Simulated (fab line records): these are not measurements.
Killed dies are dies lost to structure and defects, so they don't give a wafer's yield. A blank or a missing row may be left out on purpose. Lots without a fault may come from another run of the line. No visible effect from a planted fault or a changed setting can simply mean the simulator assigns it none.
Which tool is to blame? + flow n5-finfet + 72 wafers from 24 lots sampled at 5 of the route's 1938 steps

== WHAT EACH GAUGE READ, for each wafer ==
N5_BEOL_M11_CD_MEAS_35: target cd 70 nm.
| lot  | measured     | on        | cd-nm (nm)     |
|------|--------------|-----------|----------------|
| L074 | day 10 07:20 | cd-sem-03 | 68.8 69.9 69.2 |
| L076 | day 10 10:14 | cd-sem-03 | 70.7 70.2 71.8 |
| L075 | day 10 19:41 | cd-sem-01 | 71.0 70.4 71.2 |
| L078 | day 11 11:28 | cd-sem-03 | 70.3 70.5 69.8 |
| L077 | day 11 20:08 | cd-sem-01 | 69.6 69.3 70.0 |
| L079 | day 11 20:25 | cd-sem-03 | 69.5 69.0 68.9 |
| L080 | day 12 11:01 | cd-sem-02 | 70.1 70.7 70.8 |
| L083 | day 12 14:34 | cd-sem-02 | 72.5 69.4 71.4 |
| L081 | day 12 14:41 | cd-sem-03 | 69.1 70.5 67.9 |
| L082 | day 12 16:38 | cd-sem-03 | 67.8 68.9 71.1 |
| L085 | day 13 01:59 | cd-sem-01 | 71.0 69.4 69.1 |
| L084 | day 13 07:31 | cd-sem-01 | 70.6 69.6 69.8 |
| L086 | day 13 20:49 | cd-sem-01 | 71.5 70.2 71.5 |
| L088 | day 13 21:08 | cd-sem-01 | 70.3 70.6 70.1 |
| L087 | day 14 06:54 | cd-sem-01 | 68.8 69.1 71.4 |
| L090 | day 14 11:15 | cd-sem-02 | 71.4 69.9 69.7 |
| L092 | day 14 13:44 | cd-sem-02 | 70.1 68.6 69.2 |
| L089 | day 14 14:10 | cd-sem-03 | 69.9 69.4 69.5 |
| L091 | day 14 18:27 | cd-sem-03 | 70.3 69.7 69.1 |
| L095 | day 15 10:56 | cd-sem-03 | 69.8 70.6 70.6 |
| L094 | day 15 10:29 | cd-sem-01 | 71.1 70.4 69.1 |
| L093 | day 15 13:38 | cd-sem-03 | 69.3 70.2 70.3 |
| L097 | day 16 01:44 | cd-sem-03 | 68.8 70.1 71.7 |
| L096 | day 16 06:18 | cd-sem-01 | 70.3 70.2 70.1 |

N5_BEOL_M12_INSPECT_12: inspects for defects (macro).
| lot  | measured     | on                | raw-defect-count |
|------|--------------|-------------------|------------------|
| L074 | day 10 10:14 | defect-inspect-02 | 3 3 4            |
| L076 | day 10 15:20 | defect-inspect-02 | 1 1 2            |
| L075 | day 10 23:01 | defect-inspect-01 | 2 0 2            |
| L078 | day 11 14:51 | defect-inspect-02 | 1 2 2            |
| L077 | day 11 23:48 | defect-inspect-02 | 1 2 1            |
| L079 | day 12 00:12 | defect-inspect-01 | 4 0 4            |
| L080 | day 12 13:50 | defect-inspect-01 | 2 1 3            |
| L083 | day 12 18:28 | defect-inspect-01 | 2 2 1            |
| L081 | day 12 19:00 | defect-inspect-01 | 1 1 3            |
| L082 | day 12 19:43 | defect-inspect-01 | 3 2 1            |
| L085 | day 13 06:13 | defect-inspect-01 | 3 1 4            |
| L084 | day 13 11:45 | defect-inspect-02 | 2 4 2            |
| L086 | day 13 23:44 | defect-inspect-01 | 1 3 2            |
| L088 | day 14 00:01 | defect-inspect-01 | 3 5 3            |
| L087 | day 14 10:02 | defect-inspect-02 | 1 4 2            |
| L090 | day 14 14:35 | defect-inspect-02 | 3 3 1            |
| L092 | day 14 16:28 | defect-inspect-01 | 2 0 3            |
| L089 | day 14 17:06 | defect-inspect-01 | 2 2 4            |
| L091 | day 14 21:22 | defect-inspect-02 | 1 3 1            |
| L095 | day 15 15:54 | defect-inspect-02 | 0 2 1            |
| L094 | day 15 13:26 | defect-inspect-01 | 2 2 3            |
| L093 | day 15 16:44 | defect-inspect-02 | 0 3 3            |
| L097 | day 16 06:20 | defect-inspect-02 | 1 1 3            |
| L096 | day 16 09:37 | defect-inspect-02 | 2 1 3            |

N5_BEOL_M13_INSPECT_12: inspects for defects (macro).
| lot  | measured     | on                | raw-defect-count |
|------|--------------|-------------------|------------------|
| L074 | day 10 16:58 | defect-inspect-02 | 1 0 4            |
| L076 | day 10 21:02 | defect-inspect-01 | 3 3 3            |
| L075 | day 11 04:23 | defect-inspect-01 | 2 4 2            |
| L078 | day 11 20:17 | defect-inspect-02 | 3 1 2            |
| L077 | day 12 03:56 | defect-inspect-01 | 0 1 2            |
| L079 | day 12 08:28 | defect-inspect-02 | 3 7 3            |
| L080 | day 13 00:55 | defect-inspect-01 | 1 1 5            |
| L083 | day 13 01:19 | defect-inspect-01 | 4 4 2            |
| L081 | day 13 01:29 | defect-inspect-01 | 1 3 0            |
| L082 | day 13 01:41 | defect-inspect-01 | 2 1 0            |
| L085 | day 13 15:08 | defect-inspect-02 | 2 1 0            |
| L084 | day 13 16:54 | defect-inspect-01 | 2 0 4            |
| L086 | day 14 09:03 | defect-inspect-02 | 4 1 1            |
| L088 | day 14 11:02 | defect-inspect-02 | 2 1 0            |
| L087 | day 14 16:21 | defect-inspect-02 | 3 3 2            |
| L090 | day 14 21:33 | defect-inspect-01 | 1 1 1            |
| L092 | day 14 22:11 | defect-inspect-01 | 0 0 0            |
| L089 | day 15 00:13 | defect-inspect-02 | 1 2 3            |
| L091 | day 15 01:18 | defect-inspect-01 | 1 4 1            |
| L095 | day 15 20:05 | defect-inspect-01 | 3 2 2            |
| L094 | day 15 19:51 | defect-inspect-01 | 3 0 5            |
| L093 | day 15 22:20 | defect-inspect-02 | 2 4 1            |
| L097 | day 16 12:44 | defect-inspect-01 | 1 4 0            |
| L096 | day 16 13:38 | defect-inspect-01 | 5 3 1            |

== TOOL THAT RAN EACH LOT (tool first, then ch and the chambers of the sampled wafers, then the start) ==
| lot  | N5_BEOL_M11_ETCH_61                | N5_BEOL_M12_ETCH_59                |
|------|------------------------------------|------------------------------------|
| L074 | rie-diel-05 ch 1,2,3, day 10 03:13 | rie-diel-06 ch 0,2, day 10 10:18   |
| L076 | rie-diel-05 ch 0,2, day 10 08:16   | rie-diel-06 ch 0,2,3, day 10 15:53 |
| L075 | rie-diel-05 ch 0,1, day 10 15:01   | rie-diel-04 ch 0,1,2, day 10 23:10 |
| L078 | rie-diel-03 ch 2,3, day 11 09:20   | rie-diel-04 ch 0,3, day 11 14:58   |
| L077 | rie-diel-02 ch 0,3, day 11 18:31   | rie-diel-04 ch 0,1,3, day 11 23:59 |
| L079 | rie-diel-05 ch 0,3, day 11 18:35   | rie-diel-01 ch 0,1,3, day 12 00:19 |
| L080 | rie-diel-02 ch 0,1,3, day 12 06:22 | rie-diel-06 ch 2,3, day 12 13:53   |
| L083 | rie-diel-03 ch 0,3, day 12 11:48   | rie-diel-01 ch 1,2,3, day 12 18:48 |
| L081 | rie-diel-05 ch 1,3, day 12 12:49   | rie-diel-01 ch 2,3, day 12 19:04   |
| L082 | rie-diel-03 ch 0,1,3, day 12 14:59 | rie-diel-01 ch 0,1, day 12 19:47   |
| L085 | rie-diel-02 ch 1,2,3, day 12 22:25 | rie-diel-01 ch 1,2, day 13 06:17   |
| L084 | rie-diel-02 ch 1,2,3, day 13 05:56 | rie-diel-01 ch 0,3, day 13 11:49   |
| L086 | rie-diel-03 ch 0,3, day 13 18:07   | rie-diel-01 ch 1,2,3, day 13 23:49 |
| L088 | rie-diel-05 ch 0,3, day 13 18:41   | rie-diel-04 ch 0,2, day 14 00:05   |
| L087 | rie-diel-03 ch 2,3, day 14 01:38   | rie-diel-06 ch 1,2, day 14 10:06   |
| L090 | rie-diel-02 ch 1,2,3, day 14 07:52 | rie-diel-06 ch 0,1,2, day 14 14:39 |
| L092 | rie-diel-02 ch 0,1,3, day 14 11:49 | rie-diel-06 ch 0,1,3, day 14 16:32 |
| L089 | rie-diel-05 ch 0,1, day 14 12:08   | rie-diel-04 ch 0,1,2, day 14 17:10 |
| L091 | rie-diel-05 ch 1,3, day 14 15:43   | rie-diel-06 ch 1,2,3, day 14 21:26 |
| L095 | rie-diel-05 ch 0,1,2, day 15 08:23 | rie-diel-01 ch 0,1,3, day 15 15:58 |
| L094 | rie-diel-03 ch 1,2,3, day 15 08:58 | rie-diel-04 ch 0,3, day 15 13:31   |
| L093 | rie-diel-03 ch 0,2,3, day 15 11:11 | rie-diel-04 ch 0,1, day 15 17:04   |
| L097 | rie-diel-03 ch 0,2,3, day 16 00:08 | rie-diel-06 ch 1,3, day 16 06:25   |
| L096 | rie-diel-05 ch 0,1,3, day 16 04:51 | rie-diel-04 ch 0,1,3, day 16 09:41 |
- N5_BEOL_M11_ETCH_61: etches SiARC in CF4, target depth 39 nm, time 65 s.
- N5_BEOL_M12_ETCH_59: etches BARC in N2/H2, target depth 89 nm, overetch 26.7 nm, time 67.9 s.

== WHAT THE TOOLS THEMSELVES READ (means of the sampled wafers that have a number; where no wafer has one, the mark that the record gives instead) ==
N5_BEOL_M11_ETCH_61.
| lot  | tool        | cf4-flow-sccm (sccm) | drypump-motor-current-A (A) | etch-rf-on-time-s (s) | oes-product-au (a.u.) | rf-vpp-V (V) | showerhead-plenum-p-Torr (Torr) | throttle-valve-pct (%) |
|------|-------------|----------------------|-----------------------------|-----------------------|-----------------------|--------------|---------------------------------|------------------------|
| L074 | rie-diel-05 | 100.15               | 6.0                         | 63.9                  | 0.67                  | 183.8        | 2.15                            | 15.58                  |
| L076 | rie-diel-05 | 100.00               | 5.9                         | 63.9                  | 0.66                  | 184.4        | 2.15                            | 15.53                  |
| L075 | rie-diel-05 | 100.14               | 5.7                         | 65.4                  | 0.61                  | 184.4        | 2.17                            | 15.56                  |
| L078 | rie-diel-03 | 100.10               | 6.0                         | 65.1                  | 0.62                  | 184.3        | 2.19                            | 15.66                  |
| L077 | rie-diel-02 | 100.43               | 5.4                         | 65.2                  | 0.66                  | 183.1        | 2.09                            | 15.51                  |
| L079 | rie-diel-05 | 99.78                | 6.0                         | 65.5                  | 0.62                  | 183.8        | 2.10                            | 15.78                  |
| L080 | rie-diel-02 | 100.13               | 5.5                         | 64.9                  | 0.67                  | 183.9        | 2.08                            | 15.42                  |
| L083 | rie-diel-03 | 99.83                | 6.2                         | 62.8                  | 0.69                  | 184.3        | 2.12                            | 15.48                  |
| L081 | rie-diel-05 | 99.97                | 5.9                         | 64.6                  | 0.63                  | 184.8        | 2.16                            | 15.62                  |
| L082 | rie-diel-03 | 99.96                | 5.6                         | 63.5                  | 0.70                  | 184.3        | 2.13                            | 15.48                  |
| L085 | rie-diel-02 | 99.97                | 5.8                         | 65.5                  | 0.62                  | 184.4        | 2.10                            | 15.69                  |
| L084 | rie-diel-02 | 100.12               | 5.8                         | 65.9                  | 0.62                  | 183.6        | 2.09                            | 15.68                  |
| L086 | rie-diel-03 | 99.76                | 5.7                         | 63.3                  | 0.68                  | 182.7        | 2.10                            | 15.52                  |
| L088 | rie-diel-05 | 99.77                | 6.0                         | 64.5                  | 0.76                  | 183.5        | 2.10                            | 15.46                  |
| L087 | rie-diel-03 | 99.82                | 6.0                         | 64.5                  | 0.76                  | 183.9        | 2.18                            | 15.37                  |
| L090 | rie-diel-02 | 99.99                | 5.8                         | 66.2                  | 0.61                  | 184.4        | 2.09                            | 15.71                  |
| L092 | rie-diel-02 | 99.83                | 5.5                         | 65.2                  | 0.65                  | 183.5        | 2.07                            | 15.45                  |
| L089 | rie-diel-05 | 99.87                | 5.7                         | 64.6                  | 0.66                  | 184.9        | 2.16                            | 15.44                  |
| L091 | rie-diel-05 | 100.13               | 5.9                         | 65.1                  | 0.62                  | 184.3        | 2.16                            | 15.64                  |
| L095 | rie-diel-05 | 100.12               | 5.8                         | 64.5                  | 0.68                  | 183.5        | 2.15                            | 15.45                  |
| L094 | rie-diel-03 | 99.89                | 5.7                         | 63.7                  | 0.72                  | 184.2        | 2.17                            | 15.45                  |
| L093 | rie-diel-03 | 100.01               | 5.9                         | 64.4                  | 0.71                  | 183.6        | 2.13                            | 15.47                  |
| L097 | rie-diel-03 | 99.86                | 5.9                         | 64.2                  | 0.70                  | 184.0        | 2.13                            | 15.46                  |
| L096 | rie-diel-05 | 100.04               | 5.9                         | 64.9                  | 0.67                  | 183.0        | 2.12                            | 15.59                  |

N5_BEOL_M12_ETCH_59.
| lot  | tool        | drypump-motor-current-A (A) | oes-product-au (a.u.) | rf-vpp-V (V) | showerhead-plenum-p-Torr (Torr) | throttle-valve-pct (%) |
|------|-------------|-----------------------------|-----------------------|--------------|---------------------------------|------------------------|
| L074 | rie-diel-06 | 5.7                         | 0.69                  | 523.7        | 2.53                            | 17.88                  |
| L076 | rie-diel-06 | 5.8                         | 0.69                  | 523.8        | 2.53                            | 17.80                  |
| L075 | rie-diel-04 | 5.7                         | 0.63                  | 524.4        | 2.57                            | 17.71                  |
| L078 | rie-diel-04 | 6.2                         | 0.68                  | 521.4        | 2.49                            | 17.67                  |
| L077 | rie-diel-04 | 5.9                         | 0.65                  | 522.9        | 2.51                            | 17.70                  |
| L079 | rie-diel-01 | 5.4                         | 0.67                  | 525.4        | 2.60                            | 18.17                  |
| L080 | rie-diel-06 | 5.8                         | 0.67                  | 524.5        | 2.53                            | 17.86                  |
| L083 | rie-diel-01 | 5.6                         | 0.69                  | 526.9        | 2.63                            | 18.18                  |
| L081 | rie-diel-01 | 5.7                         | 0.74                  | 526.1        | 2.66                            | 18.04                  |
| L082 | rie-diel-01 | 5.4                         | 0.63                  | 525.7        | 2.62                            | 18.32                  |
| L085 | rie-diel-01 | 5.7                         | 0.66                  | 526.5        | 2.66                            | 18.34                  |
| L084 | rie-diel-01 | 5.2                         | 0.68                  | 524.5        | 2.59                            | 18.03                  |
| L086 | rie-diel-01 | 5.6                         | 0.67                  | 526.4        | 2.63                            | 18.20                  |
| L088 | rie-diel-04 | 5.7                         | 0.61                  | 525.8        | 2.61                            | 17.77                  |
| L087 | rie-diel-06 | 5.8                         | 0.69                  | 524.5        | 2.55                            | 17.87                  |
| L090 | rie-diel-06 | 5.7                         | 0.69                  | 522.5        | 2.53                            | 17.82                  |
| L092 | rie-diel-06 | 5.9                         | 0.70                  | 522.9        | 2.53                            | 17.76                  |
| L089 | rie-diel-04 | 5.7                         | 0.69                  | 524.3        | 2.56                            | 17.63                  |
| L091 | rie-diel-06 | 5.9                         | 0.69                  | 524.6        | 2.55                            | 17.80                  |
| L095 | rie-diel-01 | 5.5                         | 0.72                  | 525.9        | 2.59                            | 18.08                  |
| L094 | rie-diel-04 | 6.2                         | 0.67                  | 523.6        | 2.52                            | 17.76                  |
| L093 | rie-diel-04 | 6.0                         | 0.71                  | 524.8        | 2.54                            | 17.64                  |
| L097 | rie-diel-06 | 6.0                         | 0.68                  | 524.2        | 2.55                            | 17.74                  |
| L096 | rie-diel-04 | 5.9                         | 0.69                  | 523.2        | 2.49                            | 17.62                  |

== THE ANSWER, worked out from the rows above alone ==
Rule: the lots themselves supply what counts as usual. The widest of any qualifying gaps counts: lots, ordered by their means at a reading, are off when they make up no more than a third of the lots, leave a main group of 4 or more, and stand apart from it by 3 or more times the standard deviation of that group's means. The tables above print the reading to a certain number of digits; a main group whose means all agree to those digits is not used. A lot without any number at a reading at which 4 lots or more have one is off too. The other lots that the step has rows for count as sound. First the gauges in route order, then the tools' own readings, where a lot's mean is used as printed above. The first step at which some lot is off is used, and at that step the reading that is off furthest; a lot without a number counts as furthest.
Nothing can be told from this: no lot is off at any reading shown.

== WHAT THE SIMULATOR HAD INSERTED ==
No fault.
